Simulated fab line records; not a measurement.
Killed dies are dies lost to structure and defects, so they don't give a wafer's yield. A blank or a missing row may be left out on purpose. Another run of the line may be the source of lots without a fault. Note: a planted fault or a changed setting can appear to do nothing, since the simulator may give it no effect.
Which of the tools did it? :: flow nand-harc :: 13 lots with 39 wafers sampled at 5 steps, on a route of 1159 steps

## WHAT THE GAUGES SHOWED, per wafer
NHARC_THIN_TSV_THK_MEAS_02: measures by ir. Usual: thk-nm reads 2984 nm (standard deviation 210).
lot: L377
measured: day 18 23:57
on: film-metro-01
thk-nm (nm): 2779 3112 3066
flag: 

lot: L381
measured: day 19 04:25
on: film-metro-01
thk-nm (nm): 2927 2898 2902
flag: 

lot: L379
measured: day 19 05:36
on: film-metro-02
thk-nm (nm): 2661 2710 2513
flag: 

lot: L380
measured: day 20 00:29
on: film-metro-01
thk-nm (nm): 3133 2858 2650
flag: 

lot: L383
measured: day 20 12:51
on: film-metro-02
thk-nm (nm): 2716 2567 2883
flag: 

lot: L384
measured: day 20 14:04
on: film-metro-01
thk-nm (nm): 3042 2972 3144
flag: 

lot: L382
measured: day 20 20:22
on: film-metro-01
thk-nm (nm): 3297 3388 3338
flag: 

lot: L387
measured: day 21 12:13
on: film-metro-02
thk-nm (nm): 3374 2972 2787
flag: 

lot: L390
measured: day 21 11:00
on: film-metro-01
thk-nm (nm): 2796 2898 3131
flag: 

lot: L389
measured: day 21 15:22
on: film-metro-01
thk-nm (nm): 2814 2885 3029
flag: 

lot: L399
measured: day 24 16:19
on: film-metro-02
thk-nm (nm): 2851 2926 2869
flag: 

NHARC_END_SORT_01. Usual: killed-at-array 28, standard deviation 8.6; killed-at-other 0.7, standard deviation 1.2; killed-at-periphery 3.1, standard deviation 2.3; killed-dies 32, standard deviation 8.7; killed-open 3.2, standard deviation 1.7; killed-short 2.0, standard deviation 1.5.
lot: L388
measured: day 23 02:02
on: prober-02
killed-at-array: 676 676 676
killed-at-other: 0 0 0
killed-at-periphery: 1 1 1
killed-dies: 677 677 677
killed-open: 5 6 5
killed-short: 2 2 6
flag: OFF

lot: L391
measured: day 23 02:01
on: prober-01
killed-at-array: 669 670 670
killed-at-other: 3 4 3
killed-at-periphery: 5 3 4
killed-dies: 677 677 677
killed-open: 3 3 5
killed-short: 2 1 6
flag: OFF

## TOOL THAT RAN EACH LOT (tool first, then ch and the chambers of the sampled wafers, then the start)
lot: L377
NHARC_A_CONTACT_DEP_57: acl-dep-03 ch 0, day 16 23:30
NHARC_A_BONDPAD_DESCUM_11: rie-diel-02 ch 2,3, day 18 06:53
NHARC_A_BONDPAD_ETCH_34: rie-diel-02 ch 1,2, day 18 06:59

lot: L381
NHARC_A_CONTACT_DEP_57: acl-dep-03 ch 0, day 17 05:17
NHARC_A_BONDPAD_DESCUM_11: rie-diel-03 ch 1,2, day 18 12:46
NHARC_A_BONDPAD_ETCH_34: rie-diel-03 ch 2,3, day 18 12:51

lot: L379
NHARC_A_CONTACT_DEP_57: acl-dep-02 ch 0, day 17 05:48
NHARC_A_BONDPAD_DESCUM_11: rie-diel-03 ch 1,2, day 18 13:28
NHARC_A_BONDPAD_ETCH_34: rie-diel-03 ch 0,1,2, day 18 13:33

lot: L380
NHARC_A_CONTACT_DEP_57: acl-dep-01 ch 0, day 18 02:39
NHARC_A_BONDPAD_DESCUM_11: rie-diel-03 ch 0,1,3, day 19 08:08
NHARC_A_BONDPAD_ETCH_34: rie-diel-03 ch 1,2,3, day 19 08:14

lot: L383
NHARC_A_CONTACT_DEP_57: acl-dep-01 ch 0, day 18 09:55
NHARC_A_BONDPAD_DESCUM_11: rie-diel-03 ch 0,1,3, day 19 22:50
NHARC_A_BONDPAD_ETCH_34: rie-diel-03 ch 0,2,3, day 19 22:55

lot: L384
NHARC_A_CONTACT_DEP_57: acl-dep-02 ch 0, day 18 10:37
NHARC_A_BONDPAD_DESCUM_11: rie-diel-02 ch 1,3, day 19 23:19
NHARC_A_BONDPAD_ETCH_34: rie-diel-02 ch 2,3, day 19 23:31

lot: L382
NHARC_A_CONTACT_DEP_57: acl-dep-02 ch 0, day 18 16:10
NHARC_A_BONDPAD_DESCUM_11: rie-diel-03 ch 0,1,2, day 20 05:02
NHARC_A_BONDPAD_ETCH_34: rie-diel-03 ch 0,2,3, day 20 05:07

lot: L387
NHARC_A_CONTACT_DEP_57: acl-dep-02 ch 0, day 19 11:55
NHARC_A_BONDPAD_DESCUM_11: rie-diel-03 ch 1,3, day 20 20:56
NHARC_A_BONDPAD_ETCH_34: rie-diel-03 ch 0,1,2, day 20 21:01

lot: L390
NHARC_A_CONTACT_DEP_57: acl-dep-01 ch 0, day 19 13:01
NHARC_A_BONDPAD_DESCUM_11: rie-diel-03 ch 2,3, day 20 23:56
NHARC_A_BONDPAD_ETCH_34: rie-diel-03 ch 0,1, day 21 00:01

lot: L389
NHARC_A_CONTACT_DEP_57: acl-dep-02 ch 0, day 19 16:20
NHARC_A_BONDPAD_DESCUM_11: rie-diel-03 ch 0,1, day 21 00:16
NHARC_A_BONDPAD_ETCH_34: rie-diel-03 ch 0,2,3, day 21 00:25

lot: L388
NHARC_A_CONTACT_DEP_57: acl-dep-02 ch 0, day 20 05:24
NHARC_A_BONDPAD_DESCUM_11: -
NHARC_A_BONDPAD_ETCH_34: -

lot: L391
NHARC_A_CONTACT_DEP_57: acl-dep-02 ch 0, day 20 07:07
NHARC_A_BONDPAD_DESCUM_11: -
NHARC_A_BONDPAD_ETCH_34: -

lot: L399
NHARC_A_CONTACT_DEP_57: acl-dep-01 ch 0, day 22 15:08
NHARC_A_BONDPAD_DESCUM_11: rie-diel-03 ch 1,2,3, day 24 00:33
NHARC_A_BONDPAD_ETCH_34: rie-diel-03 ch 0,1, day 24 00:37
- NHARC_A_CONTACT_DEP_57: deposits aC, target thk 2800 nm.
- NHARC_A_BONDPAD_DESCUM_11: chemistry O2, time 3 s.
- NHARC_A_BONDPAD_ETCH_34: etches the open film in N2/H2, target depth 60 nm, overetch 18 nm, time 65.91 s.

## AS READ BY THE TOOLS THEMSELVES (means over the sampled wafers that have a number; for cases with no such wafer, the mark the record gives instead)
NHARC_A_CONTACT_DEP_57. Usual: throttle-valve-pct reads 35.000 % (standard deviation 0.0091).
lot: L377
tool: acl-dep-03
throttle-valve-pct (%): 34.998
flag: 

lot: L381
tool: acl-dep-03
throttle-valve-pct (%): 34.997
flag: 

lot: L379
tool: acl-dep-02
throttle-valve-pct (%): 35.003
flag: 

lot: L380
tool: acl-dep-01
throttle-valve-pct (%): 35.003
flag: 

lot: L383
tool: acl-dep-01
throttle-valve-pct (%): 34.995
flag: 

lot: L384
tool: acl-dep-02
throttle-valve-pct (%): 35.002
flag: 

lot: L382
tool: acl-dep-02
throttle-valve-pct (%): 34.996
flag: 

lot: L387
tool: acl-dep-02
throttle-valve-pct (%): 34.999
flag: 

lot: L390
tool: acl-dep-01
throttle-valve-pct (%): 35.001
flag: 

lot: L389
tool: acl-dep-02
throttle-valve-pct (%): 34.994
flag: 

lot: L388
tool: acl-dep-02
throttle-valve-pct (%): 35.004
flag: 

lot: L391
tool: acl-dep-02
throttle-valve-pct (%): 34.995
flag: 

lot: L399
tool: acl-dep-01
throttle-valve-pct (%): 35.009
flag: 

NHARC_A_BONDPAD_DESCUM_11. Usual: drypump-motor-current-A 5.7 A, standard deviation 0.53; oes-product-au 0.990 a.u., standard deviation 0.0085; rf-vpp-V 57.8 V, standard deviation 0.93; showerhead-plenum-p-Torr 1.93 Torr, standard deviation 0.1; throttle-valve-pct 11.312 %, standard deviation 0.0094.
lot: L377
tool: rie-diel-02
drypump-motor-current-A (A): 5.5
oes-product-au (a.u.): 0.999
rf-vpp-V (V): 57.9
showerhead-plenum-p-Torr (Torr): 1.93
throttle-valve-pct (%): 11.320
flag: 

lot: L381
tool: rie-diel-03
drypump-motor-current-A (A): 6.1
oes-product-au (a.u.): 0.989
rf-vpp-V (V): 58.5
showerhead-plenum-p-Torr (Torr): 2.03
throttle-valve-pct (%): 11.319
flag: 

lot: L379
tool: rie-diel-03
drypump-motor-current-A (A): 6.1
oes-product-au (a.u.): 0.982
rf-vpp-V (V): 58.8
showerhead-plenum-p-Torr (Torr): 2.03
throttle-valve-pct (%): 11.323
flag: 

lot: L380
tool: rie-diel-03
drypump-motor-current-A (A): 5.5
oes-product-au (a.u.): 0.982
rf-vpp-V (V): 56.5
showerhead-plenum-p-Torr (Torr): 1.88
throttle-valve-pct (%): 11.308
flag: 

lot: L383
tool: rie-diel-03
drypump-motor-current-A (A): 5.5
oes-product-au (a.u.): 0.985
rf-vpp-V (V): 58.5
showerhead-plenum-p-Torr (Torr): 1.87
throttle-valve-pct (%): 11.309
flag: 

lot: L384
tool: rie-diel-02
drypump-motor-current-A (A): 5.4
oes-product-au (a.u.): 0.994
rf-vpp-V (V): 57.3
showerhead-plenum-p-Torr (Torr): 1.98
throttle-valve-pct (%): 11.314
flag: 

lot: L382
tool: rie-diel-03
drypump-motor-current-A (A): 5.6
oes-product-au (a.u.): 0.990
rf-vpp-V (V): 57.9
showerhead-plenum-p-Torr (Torr): 1.96
throttle-valve-pct (%): 11.307
flag: 

lot: L387
tool: rie-diel-03
drypump-motor-current-A (A): 5.8
oes-product-au (a.u.): 0.988
rf-vpp-V (V): 57.3
showerhead-plenum-p-Torr (Torr): 1.87
throttle-valve-pct (%): 11.309
flag: 

lot: L390
tool: rie-diel-03
drypump-motor-current-A (A): 6.0
oes-product-au (a.u.): 0.985
rf-vpp-V (V): 58.3
showerhead-plenum-p-Torr (Torr): 1.90
throttle-valve-pct (%): 11.321
flag: 

lot: L389
tool: rie-diel-03
drypump-motor-current-A (A): 5.1
oes-product-au (a.u.): 0.985
rf-vpp-V (V): 56.9
showerhead-plenum-p-Torr (Torr): 1.87
throttle-valve-pct (%): 11.316
flag: 

lot: L399
tool: rie-diel-03
drypump-motor-current-A (A): 6.0
oes-product-au (a.u.): 0.979
rf-vpp-V (V): 57.6
showerhead-plenum-p-Torr (Torr): 1.96
throttle-valve-pct (%): 11.304
flag: 

NHARC_A_BONDPAD_ETCH_34. Usual: drypump-motor-current-A 5.7 A, standard deviation 0.54; oes-product-au 0.992 a.u., standard deviation 0.0086; rf-vpp-V 431 V, standard deviation 3.2; showerhead-plenum-p-Torr 2.05 Torr, standard deviation 0.11; throttle-valve-pct 14.172 %, standard deviation 0.0081.
lot: L377
tool: rie-diel-02
drypump-motor-current-A (A): 6.0
oes-product-au (a.u.): 1.011
rf-vpp-V (V): 431
showerhead-plenum-p-Torr (Torr): 2.04
throttle-valve-pct (%): 14.176
flag: 

lot: L381
tool: rie-diel-03
drypump-motor-current-A (A): 5.9
oes-product-au (a.u.): 0.991
rf-vpp-V (V): 430
showerhead-plenum-p-Torr (Torr): 2.02
throttle-valve-pct (%): 14.165
flag: 

lot: L379
tool: rie-diel-03
drypump-motor-current-A (A): 5.6
oes-product-au (a.u.): 0.989
rf-vpp-V (V): 431
showerhead-plenum-p-Torr (Torr): 2.09
throttle-valve-pct (%): 14.171
flag: 

lot: L380
tool: rie-diel-03
drypump-motor-current-A (A): 6.0
oes-product-au (a.u.): 0.984
rf-vpp-V (V): 431
showerhead-plenum-p-Torr (Torr): 2.09
throttle-valve-pct (%): 14.169
flag: 

lot: L383
tool: rie-diel-03
drypump-motor-current-A (A): 5.6
oes-product-au (a.u.): 0.983
rf-vpp-V (V): 431
showerhead-plenum-p-Torr (Torr): 2.02
throttle-valve-pct (%): 14.168
flag: 

lot: L384
tool: rie-diel-02
drypump-motor-current-A (A): 5.5
oes-product-au (a.u.): 0.999
rf-vpp-V (V): 431
showerhead-plenum-p-Torr (Torr): 2.05
throttle-valve-pct (%): 14.169
flag: 

lot: L382
tool: rie-diel-03
drypump-motor-current-A (A): 5.6
oes-product-au (a.u.): 0.987
rf-vpp-V (V): 430
showerhead-plenum-p-Torr (Torr): 2.02
throttle-valve-pct (%): 14.175
flag: 

lot: L387
tool: rie-diel-03
drypump-motor-current-A (A): 5.6
oes-product-au (a.u.): 0.984
rf-vpp-V (V): 432
showerhead-plenum-p-Torr (Torr): 2.09
throttle-valve-pct (%): 14.176
flag: 

lot: L390
tool: rie-diel-03
drypump-motor-current-A (A): 5.1
oes-product-au (a.u.): 0.987
rf-vpp-V (V): 429
showerhead-plenum-p-Torr (Torr): 2.00
throttle-valve-pct (%): 14.176
flag: 

lot: L389
tool: rie-diel-03
drypump-motor-current-A (A): 5.5
oes-product-au (a.u.): 0.986
rf-vpp-V (V): 429
showerhead-plenum-p-Torr (Torr): 2.02
throttle-valve-pct (%): 14.171
flag: 

lot: L399
tool: rie-diel-03
drypump-motor-current-A (A): 5.1
oes-product-au (a.u.): 1.000
rf-vpp-V (V): 430
showerhead-plenum-p-Torr (Torr): 1.99
throttle-valve-pct (%): 14.169
flag: 

## THE ANSWER, worked out from the rows above alone
Rule: a lot counts as off when the mean over its wafers that have a number is more than 3 standard deviations away from the usual mean. A lot without any number at a reading at which 4 lots or more have one is off too. All remaining lots with rows at the step are treated as sound. Order of review: gauges by route order, followed by the tools' own readings, for which a lot's mean as printed above is used. At the first step where some lot is off, the reading lying furthest off is the one used; lots without a number count as furthest.
Off, at NHARC_END_SORT_01 on killed-at-array: L388, L391. Neither off nor sound, because the step has no rows for them: L377, L381, L379, L380, L383, L384, L382, L387, L390, L389, L399.
If a tool, at a process step before that reading, ran all the lots that are off and no sound lot after the first of them, it fits. The gauges at NHARC_END_SORT_01 are tried like those tools. One fits: NHARC_A_CONTACT_DEP_57 on acl-dep-02. It ran no sound lot before its first lot that is off in this sample, so the start can't be narrowed down.

## WHAT HAD BEEN PUT IN BY THE SIMULATOR
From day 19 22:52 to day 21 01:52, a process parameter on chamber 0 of acl-dep-02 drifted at NHARC_A_CONTACT_DEP_57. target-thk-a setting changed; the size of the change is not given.
Lots struck among those shown: L391, L388. The rule given above showed the same thing.
